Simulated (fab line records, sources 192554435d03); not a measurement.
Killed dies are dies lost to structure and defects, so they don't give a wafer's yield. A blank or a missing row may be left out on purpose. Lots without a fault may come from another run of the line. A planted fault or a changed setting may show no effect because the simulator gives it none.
Chamber matching | flow n5_finfet | N5_MOL_CONTACT_COAG_CONTACT_ETCH_14 on rie_diel-03: 4 sister chambers
The step etches SiO2 in C4F6/O2, target depth 27.5 nm, overetch 8.5 nm, time 20 s. 8 wafers are shown with their chamber, then 11 later ones without.

WAFERS WITH THEIR CHAMBER
wafer  | chamber | showerhead_plenum_p_Torr (Torr) | drypump_motor_current_A (A)
L085.3 | 1       | 2.79                            | 5.80
L088.5 | 1       | 2.79                            | 5.77
L088.6 | 0       | 2.85                            | 5.52
L090.3 | 0       | 2.84                            | 5.51
L090.4 | 3       | 2.78                            | 5.63
L091.4 | 3       | 2.78                            | 5.68
L091.5 | 2       | 2.97                            | 5.97
L092.1 | 2       | 2.97                            | 5.99

WAFERS WITHOUT THEIR CHAMBER
wafer  | showerhead_plenum_p_Torr (Torr) | drypump_motor_current_A (A)
L092.2 | 2.84                            | 5.51
L092.3 | 2.78                            | 5.67
L092.4 | 2.79                            | 5.78
L092.5 | 2.84                            | 5.53
L092.6 | 2.78                            | 5.67
L096.1 | 2.78                            | 5.77
L096.2 | 2.78                            | 5.66
L096.5 | 2.78                            | 5.76
L097.4 | 2.78                            | 5.78
L097.5 | 2.78                            | 5.64
L097.6 | 2.84                            | 5.53

WHICH CHAMBER EACH WENT THROUGH
wafer  | from the rows above     | in truth
L092.2 | 0                       | 0
L092.3 | 3                       | 3
L092.4 | 1                       | 1
L092.5 | 0                       | 0
L092.6 | 3                       | 3
L096.1 | 1                       | 1
L096.2 | 3                       | 3
L096.5 | can't be placed: 1 or 3 | 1
L097.4 | 1                       | 1
L097.5 | 3                       | 3
L097.6 | 0                       | 0
Placed correctly: 10 of 11. Can't be placed from these rows: 1 (the true chamber is among the candidates in 1). Placed wrongly: 0.
How it was worked out, from the rows above alone: a wafer's distance from a chamber is the root of the sum, over the readings, of the square of ((its reading less the chamber's mean) divided by the reading's scatter). The wafer belongs to the nearest chamber; if the next one is less than 2 further off, it can't be placed. A chamber's mean is the mean of its shown wafers. The scatter: the root of (the sum of the squares of (reading less its chamber's mean) over the shown wafers, divided by (wafers less chambers)).
